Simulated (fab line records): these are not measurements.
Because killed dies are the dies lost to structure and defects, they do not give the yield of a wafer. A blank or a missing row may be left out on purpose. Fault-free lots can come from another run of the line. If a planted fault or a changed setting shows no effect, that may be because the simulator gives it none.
Which tool was responsible?	flow nand_harc	36 wafers from 12 lots sampled at 6 of the route's 1159 steps

WHAT THE GAUGES READ, wafer by wafer
NHARC_P_M2_CD_MEAS_09: the cd target is 170 nm.
lot	measured	on	cd_nm (nm)
L404	day 6 03:50	cd_sem-01	170.8 170.0 170.5
L405	day 6 12:19	cd_sem-02	170.3 170.2 171.3
L406	day 6 13:36	cd_sem-02	170.8 171.0 169.4
L407	day 6 20:28	cd_sem-03	170.5 170.0 170.8
L408	day 7 06:30	cd_sem-02	170.7 169.6 169.6
L413	day 8 14:51	cd_sem-02	169.3 169.0 170.6
L414	day 8 15:18	cd_sem-01	170.5 170.5 172.0
L417	day 9 05:50	cd_sem-03	170.0 169.6 169.3
L418	day 9 15:08	cd_sem-02	170.2 170.3 169.2
L423	day 11 01:40	cd_sem-03	169.2 170.2 170.5
L425	day 11 12:01	cd_sem-03	170.6 168.7 169.9
L427	day 11 15:14	cd_sem-01	169.7 172.7 169.1

NHARC_P_M2_OVL_MEAS_10: pitch 340 nm.
lot	measured	on	overlay_x_nm (nm)	overlay_y_nm (nm)
L404	day 6 03:55	overlay-02	-1.8 -1.1 -1.6	0.2 0.3 0.1
L405	day 6 12:25	overlay-01	-0.2 0.0 -0.2	-0.4 0.0 0.0
L406	day 6 13:41	overlay-02	0.4 0.4 1.0	0.5 -0.3 0.0
L407	day 6 20:34	overlay-01	1.5 2.0 1.8	-1.2 -0.8 -1.1
L408	day 7 06:35	overlay-02	0.5 0.7 0.9	0.8 0.1 0.4
L413	day 8 14:56	overlay-02	0.3 0.7 0.4	-0.3 -0.6 -0.2
L414	day 8 15:23	overlay-01	-0.1 0.1 -0.4	-1.0 -0.3 -0.1
L417	day 9 05:55	overlay-02	-0.3 -0.5 -0.2	0.2 -0.5 0.2
L418	day 9 15:13	overlay-02	-0.4 -0.3 -0.3	-0.4 0.2 -0.4
L423	day 11 01:45	overlay-01	-0.8 -0.2 0.3	-0.5 -0.6 -0.7
L425	day 11 12:05	overlay-01	-1.4 -1.4 -1.1	1.5 1.4 1.8
L427	day 11 15:19	overlay-01	-0.1 0.0 -0.4	0.6 0.3 0.3

NHARC_P_M2_CD_MEAS_16.
lot	measured	on	cd_nm (nm)
L404	day 6 04:19	cd_sem-02	170.0 168.9 169.7
L405	day 6 12:49	cd_sem-01	169.9 168.7 171.8
L406	day 6 14:05	cd_sem-03	171.3 170.7 169.5
L407	day 6 20:58	cd_sem-03	170.4 168.4 170.5
L408	day 7 06:59	cd_sem-01	169.0 169.2 169.9
L413	day 8 15:20	cd_sem-01	168.2 167.7 170.3
L414	day 8 15:47	cd_sem-01	171.0 171.8 172.3
L417	day 9 06:19	cd_sem-03	169.6 168.2 167.9
L418	day 9 15:37	cd_sem-02	168.6 169.7 167.8
L423	day 11 02:11	cd_sem-02	169.9 171.1 171.0
L425	day 11 12:31	cd_sem-03	170.8 168.8 169.5
L427	day 11 15:44	cd_sem-01	170.4 171.6 169.6

NHARC_END_SORT_01.
lot	measured	on	defect_limited_yield (%)	killed_at_array	killed_at_other	killed_at_periphery	killed_dies	killed_open	killed_short	sort_bin_2_pct (%)	sort_bin_3_pct (%)	sort_bin_4_pct (%)	sort_n_pass	sort_rim_yield_pct (%)	sort_yield_pct (%)
L404	day 20 03:23	prober-01	96.6 96.8 96.6	21 19 19	0 0 2	2 3 2	23 22 23	3 4 2	1 1 2	1.6 0.4 1.2	0 0 0	1.8 2.8 2.2	654 655 654	100.0 100.0 97.2	96.6 96.8 96.6
L405	day 19 22:40	prober-02	95.7 93.6 94.8	28 39 35	0 0 0	1 4 0	29 43 35	1 4 2	1 4 0	1.5 1.6 1.5	0 0.44 0.44	2.8 4.3 3.2	648 634 642	99.1 94.3 97.2	95.7 93.6 94.8
L406	day 19 14:07	prober-02	95.4 96.0 96.6	27 18 16	0 1 1	4 8 6	31 27 23	4 3 5	5 4 1	1.6 1.0 1.2	0.15 0 0.30	2.8 3.0 1.9	646 650 654	93.4 93.4 99.1	95.4 96.0 96.6
L407	day 20 05:43	prober-02	95.9 95.6 93.8	24 28 38	0 1 0	4 1 4	28 30 42	0 2 8	4 4 4	0.9 1.9 2.1	0.15 0.30 0	3.1 2.2 4.1	649 647 635	97.2 97.2 92.5	95.9 95.6 93.8
L408	day 20 12:49	prober-01	95.0 96.8 97.2	31 20 19	0 0 0	3 2 0	34 22 19	7 4 4	5 2 2	1.3 0.7 0.7	0 0 0.44	3.7 2.5 1.6	643 655 658	99.1 94.3 99.1	95.0 96.8 97.2
L413	day 21 20:23	prober-02	95.6 96.3 96.3	28 23 22	1 2 1	1 0 2	30 25 25	4 0 2	1 1 0	1.2 0.6 1.5	0 0.15 0.15	3.2 3.0 2.1	647 652 652	98.1 100.0 97.2	95.6 96.3 96.3
L414	day 21 12:50	prober-01	97.2 97.8 97.3	10 9 13	3 1 0	6 5 5	19 15 18	4 1 3	0 1 1	0.7 0.7 1.0	0.15 0.15 0.15	1.9 1.3 1.5	658 662 659	99.1 99.1 96.2	97.2 97.8 97.3
L417	day 22 05:43	prober-01	95.3 95.9 95.7	28 26 27	0 0 0	4 2 2	32 28 29	6 4 4	1 2 3	2.1 1.8 1.9	0.15 0.15 0.30	2.5 2.2 2.1	645 649 648	98.1 94.3 97.2	95.3 95.9 95.7
L418	day 22 13:32	prober-02	95.4 94.4 95.0	30 36 32	0 1 0	1 1 2	31 38 34	1 2 2	1 3 3	2.1 1.5 1.2	0.59 0.15 0	1.9 4.0 3.8	646 639 643	96.2 96.2 96.2	95.4 94.4 95.0
L423	day 23 23:02	prober-02	93.8 95.1 94.5	41 32 37	0 0 0	1 1 0	42 33 37	1 1 3	3 1 0	1.3 1.9 1.2	0.44 0.44 0	4.4 2.5 4.3	635 644 640	99.1 95.3 98.1	93.8 95.1 94.5
L425	day 24 14:31	prober-01	96.0 96.8 94.4	16 17 29	0 0 0	11 5 9	27 22 38	5 3 2	1 2 3	1.3 1.3 1.3	0.15 0 0	2.5 1.9 4.3	650 655 639	97.2 95.3 94.3	96.0 96.8 94.4
L427	day 24 06:50	prober-01	94.1 93.4 92.6	32 42 46	0 0 1	8 3 3	40 45 50	2 5 7	5 1 2	1.6 2.4 2.8	0.44 0.15 0.15	3.8 4.1 4.4	637 632 627	96.2 95.3 96.2	94.1 93.4 92.6

EACH LOT AND THE TOOL THAT RAN IT (in order: tool; ch and the chambers of the sampled wafers; start)
lot	NHARC_P_M1_PVD_21	NHARC_P_M2_EXPOSE_06
L404	pvd_sputter-01, day 6 03:41 or earlier	arfi_scanner-01 ch 0, day 6 03:41
L405	pvd_sputter-03, day 6 12:11 or earlier	arfi_scanner-03 ch 0, day 6 12:11
L406	pvd_sputter-02, day 6 13:28 or earlier	arfi_scanner-01 ch 0, day 6 13:28
L407	pvd_sputter-03, day 6 20:20 or earlier	arfi_scanner-01 ch 0, day 6 20:20
L408	pvd_sputter-02, day 7 06:22 or earlier	arfi_scanner-03 ch 0, day 7 06:22
L413	pvd_sputter-02, day 8 14:43 or earlier	arfi_scanner-03 ch 0, day 8 14:43
L414	pvd_sputter-01, day 8 15:10 or earlier	arfi_scanner-01 ch 0, day 8 15:10
L417	pvd_sputter-03, day 9 05:41 or earlier	arfi_scanner-03 ch 0, day 9 05:41
L418	pvd_sputter-03, day 9 14:59 or earlier	arfi_scanner-02 ch 0, day 9 14:59
L423	pvd_sputter-02, day 11 01:31 or earlier	arfi_scanner-01 ch 0, day 11 01:31
L425	pvd_sputter-03, day 11 11:52 or earlier	arfi_scanner-01 ch 0, day 11 11:52
L427	pvd_sputter-02, day 11 15:05 or earlier	arfi_scanner-03 ch 0, day 11 15:05
- NHARC_P_M1_PVD_21: deposits Cu, target thk 30 nm, time 20.49 s.
- NHARC_P_M2_EXPOSE_06: exposes mask P M2, target cd 170 nm.

AS READ BY THE TOOLS THEMSELVES (means over the sampled wafers that have a number; for cases with no such wafer, the mark the record gives instead)
NHARC_P_M1_PVD_21.
lot	tool	chamber_pressure_pa (Pa)	throttle_valve_pct (%)
L404	pvd_sputter-01	5.003	29.4
L405	pvd_sputter-03	5.003	29.7
L406	pvd_sputter-02	4.998	28.8
L407	pvd_sputter-03	5.005	30.1
L408	pvd_sputter-02	4.992	29.6
L413	pvd_sputter-02	4.998	30.0
L414	pvd_sputter-01	5.004	29.1
L417	pvd_sputter-03	5.012	30.1
L418	pvd_sputter-03	5.003	29.9
L423	pvd_sputter-02	5.001	29.2
L425	pvd_sputter-03	5.003	29.8
L427	pvd_sputter-02	4.994	28.3

THE ANSWER, worked out from the rows above alone
Rule: what is usual is taken from the lots themselves. The widest of any qualifying gaps counts: lots, ordered by their means at a reading, are off when they make up no more than a third of the lots, leave a main group of 4 or more, and stand apart from it by 3 or more times the standard deviation of that group's means. A main group is skipped when, at the precision printed for the reading in the tables above, its means are all equal. A lot without any number at a reading at which 4 lots or more have one is off too. Any other lot the step has rows for is counted as sound. After the gauges, taken in route order, come the tools' own readings; for these a lot's mean is taken, as printed above. The first step at which some lot is off is used, and at that step the reading that is off furthest; a lot without a number counts as furthest.
None of the lots is off at any reading shown; this tells nothing.

WHAT THE SIMULATOR PUT IN
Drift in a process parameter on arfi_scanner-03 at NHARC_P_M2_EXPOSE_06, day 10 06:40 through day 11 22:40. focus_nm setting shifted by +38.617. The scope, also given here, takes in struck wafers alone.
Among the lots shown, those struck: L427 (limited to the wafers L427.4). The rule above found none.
